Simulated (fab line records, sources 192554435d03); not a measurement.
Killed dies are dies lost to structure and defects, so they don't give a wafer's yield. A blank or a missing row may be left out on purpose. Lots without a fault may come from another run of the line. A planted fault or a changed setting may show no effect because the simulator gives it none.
A struck lot beside a sound one | flow n5_finfet | 39 steps out of a route of 1938
Sound: wafers L843.3, L843.4, L843.5. Struck: wafer L849.3. (L849.2 of the same lot was not struck and is left out.) The cause comes at the end.
At each step with rows: each side's tool, then ch and its chambers, then its first start. Under that, the readings that differ: sound wafers | struck wafers | difference of the means | sigmas: that difference in standard deviations of wafers without a fault.
alike: readings whose means differ by less than 2 such deviations, and words and numbers that are the same on both sides. not compared: withheld readings, readings that some wafer has no value for, bounds like >300 that may hide the same value, and numbers for which the record gives no deviation and whose values overlap.
The two part at a step that has a row with sigmas, a row that says differs or no value, or rows on one side only. Numbers that don't overlap but have no deviation are shown without sigmas and don't part them. A reading that every wafer of one side lacks parts them only if that side has two wafers or more.

first, 12 steps without rows for these wafers: N5_SD_EPI_N_ETCH_35 (etches SOC in N2/H2, overetch 108 nm, time 486 s); N5_SD_EPI_N_STRIP_36 (strips in N2/H2); N5_SD_EPI_N_ETCHBACK_44 (etches SiNx in CH3F/O2, stops on SiO2, target depth 14.5 nm); N5_SD_EPI_N_ETCH_45 (etches SiOCN in CH3F/O2, target depth 6 nm); N5_SD_EPI_N_ETCH_16 (etches SiO2 in CHF3/O2, target depth 5 nm); N5_SD_EPI_N_STRIP_47 (strips in CHF3/O2); N5_SD_EPI_N_SD_RECESS_17 (chemistry HBr/Cl2/O2, target depth 41 nm, time 23.7 s, bt time 3 s); N5_SD_EPI_N_STRIP_38 (strips in N2/H2); N5_SD_EPI_N_WET_ETCH_43 (etches SiO2 in dHF, time 14 s, target depth 1.5 nm); N5_SD_EPI_N_STRIP_18 (strips in SPM, time 750 s); N5_SD_EPI_N_SRD_20 (time 30 s); N5_SD_EPI_N_PRECLEAN_48 (cleans in NF3:NH3, afs cycles 2, time 20 s, sublimation time 60 s).
N5_SD_EPI_N_VAPOR_ETCH_50: etches Si in HCl, time 54 s.
  sound on epi_rpcvd-02 ch 0, day 5 08:31; struck on epi_rpcvd-03 ch 0, day 7 01:22
  alike: throttle_valve_pct
then, 24 steps without rows for these wafers: N5_SD_EPI_N_EPI_21 (deposits Si:P, time 690 s); N5_SD_EPI_N_PRECLEAN_24 (cleans in O3/DIW, time 60 s); N5_SD_EPI_N_SRD_25 (time 30 s); N5_SD_EPI_N_PRECLEAN_49 (cleans in NF3:NH3, afs cycles 1, time 20 s, sublimation time 60 s); N5_SD_EPI_N_LINER_46 (material SiNx, target thk 3 nm); N5_SD_EPI_P_COAT_34 (time 60 s, resist thk 350 nm); N5_SD_EPI_P_COAT_35 (time 60 s, resist thk 35 nm); N5_SD_EPI_P_COAT_03 (resist thk 150 nm); N5_SD_EPI_P_EBR_05; N5_SD_EPI_P_SOFTBAKE_04 (time 60 s); N5_SD_EPI_P_EXPOSE_06 (exposes mask SD P BLK, target cd 240 nm); N5_SD_EPI_P_PEB_07 (peb time 60 s); N5_SD_EPI_P_DEVELOP_08 (develop time 30 s); N5_SD_EPI_P_DESCUM_14 (chemistry O2, time 7.9 s); N5_SD_EPI_P_ETCH_36 (etches SiARC in CF4, target depth 45.5 nm, time 75.8 s); N5_SD_EPI_P_ETCH_37 (etches SOC in N2/H2, overetch 108 nm, time 486 s); N5_SD_EPI_P_STRIP_38 (strips in N2/H2); N5_SD_EPI_P_ETCHBACK_46 (etches SiNx in CH3F/O2, stops on SiO2, target depth 17.5 nm); N5_SD_EPI_P_ETCH_47 (etches SiOCN in CH3F/O2, target depth 25 nm); N5_SD_EPI_P_ETCH_16 (etches SiO2 in CHF3/O2, target depth 5 nm); N5_SD_EPI_P_STRIP_50 (strips in CHF3/O2); N5_SD_EPI_P_SD_RECESS_17 (chemistry HBr/Cl2/O2, target depth 39.1 nm, bt time 3 s); N5_SD_EPI_P_WET_ETCH_45 (etches SiO2 in dHF, time 10.7 s, target depth 2 nm, rinse time 30 s); N5_SD_EPI_P_STRIP_40 (strips in N2/H2).
-- the record jumps here: 5 days lie between the struck wafers' starts before and after (it left off in module SD_EPI_P and takes up again in module BEOL_M4, whose first step shown is number 1111 of the route) --
N5_BEOL_M4_RC_MEAS_101:
  sound on prober-01 ch 0, day 10 01:02; struck on prober-02 ch 0, day 12 01:05
  reading            | sound             | struck | difference | sigmas
  DIBL_N (mV/V)      | 39.7 38.3 38.1    | 29.8   | -8.9       | -6
  IOFF_N (nA/um)     | 0.209 0.169 0.169 | 0.079  | -0.103     | -4
  IOFF_N_85C (nA/um) | 3.8 3.2 3.2       | 1.7    | -1.7       | -4
  IOFF_N_LIN (nA/um) | 0.091 0.076 0.077 | 0.042  | -0.039     | -4
  IOFF_P (nA/um)     | 0.271 0.232 0.235 | 0.185  | -0.061     | -2
  ION_N (uA/um)      | 684 668 669       | 625    | -49        | -5
  REXT_N (ohm.um)    | 74.7 75.2 76.0    | 89.7   | +14.4      | +10
  SS_N (mV/dec)      | 71.9 71.8 72.3    | 69.8   | -2.2       | -4
  VT_N (mV)          | 245.3 249.4 248.2 | 262.1  | +14.5      | +5
  VT_N_LVT (mV)      | 94.0 96.9 97.2    | 109.5  | +13.5      | +5
  alike: CJ_N, DIBL_P, ION_P, SS_P, VT_P
-- the record jumps here: 4 days lie between the struck wafers' starts before and after (it left off in module BEOL_M4 and takes up again in module PASSIVATION, whose first step shown is number 1936 of the route) --
N5_PASSIVATION_PROBE_49:
  sound on prober-02, day 14 06:01; struck on prober-02, day 16 08:24
  reading              | sound          | struck | difference | sigmas
  sort_bin_8_speed (%) | 0 0 0          | 8.39   | +8.39      |
  sort_n_pass          | 1057 1079 1080 | 972    | -100       | -6
  sort_yield_pct (%)   | 89.6 91.4 91.5 | 82.4   | -8.4       | -6
  alike: defect_limited_yield, killed_at_M0_to_M3, killed_at_M4_up, killed_at_contacts, killed_at_front_end, killed_at_other, killed_dies, killed_on_rim, killed_open, killed_short, sort_bin_5_function, sort_bin_6_memory

WHERE THEY PART
First at N5_BEOL_M4_RC_MEAS_101; last, within this record, at N5_PASSIVATION_PROBE_49.

WHY: what the simulator had put in
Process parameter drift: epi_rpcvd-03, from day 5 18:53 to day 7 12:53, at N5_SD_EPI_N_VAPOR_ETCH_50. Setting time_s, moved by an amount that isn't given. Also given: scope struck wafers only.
